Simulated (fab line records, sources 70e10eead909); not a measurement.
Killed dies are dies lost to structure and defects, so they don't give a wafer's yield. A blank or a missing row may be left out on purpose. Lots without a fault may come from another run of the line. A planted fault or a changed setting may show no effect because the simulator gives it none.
Chamber matching | flow nand_harc | NHARC_P_BONDPAD_CMP_19 on cmp-03: 4 sister chambers
The step polishes, t overpolish 30 s, cu recess touch 16 s, target thk 160.81 nm. 8 wafers are shown with their chamber, then 7 later ones without.

WAFERS WITH THEIR CHAMBER
wafer  | chamber | motor_current_A (A) | overpolish_run_s (s)
L085.1 | 1       | 12.3                | 30.002
L087.1 | 1       | 12.8                | 30.011
L087.5 | 3       | 14.2                | 29.993
L090.1 | 3       | 13.8                | 29.979
L090.3 | 0       | 11.0                | 29.991
L090.6 | 2       | 11.7                | 30.008
L093.2 | 0       | 11.6                | 30.002
L093.3 | 2       | 11.6                | 29.988

WAFERS WITHOUT THEIR CHAMBER
wafer  | motor_current_A (A) | overpolish_run_s (s)
L093.6 | 12.6                | 30.014
L094.2 | 11.6                | 30.022
L094.4 | 14.7                | 29.992
L094.5 | 13.0                | 29.998
L096.1 | 11.9                | 29.998
L096.2 | 12.5                | 29.995
L096.3 | 13.8                | 30.001

WHICH CHAMBER EACH WENT THROUGH
wafer  | from the rows above          | in truth
L093.6 | 1                            | 1
L094.2 | can't be placed: 2 or 0 or 1 | 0
L094.4 | 3                            | 3
L094.5 | can't be placed: 1 or 3      | 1
L096.1 | can't be placed: 2 or 0 or 1 | 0
L096.2 | can't be placed: 1 or 2      | 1
L096.3 | 3                            | 3
Placed correctly: 3 of 7. Can't be placed from these rows: 4 (the true chamber is among the candidates in 4). Placed wrongly: 0.
How it was worked out, from the rows above alone: a wafer's distance from a chamber is the root of the sum, over the readings, of the square of ((its reading less the chamber's mean) divided by the reading's scatter). The wafer belongs to the nearest chamber; if the next one is less than 2 further off, it can't be placed. A chamber's mean is the mean of its shown wafers. The scatter: the root of (the sum of the squares of (reading less its chamber's mean) over the shown wafers, divided by (wafers less chambers)).
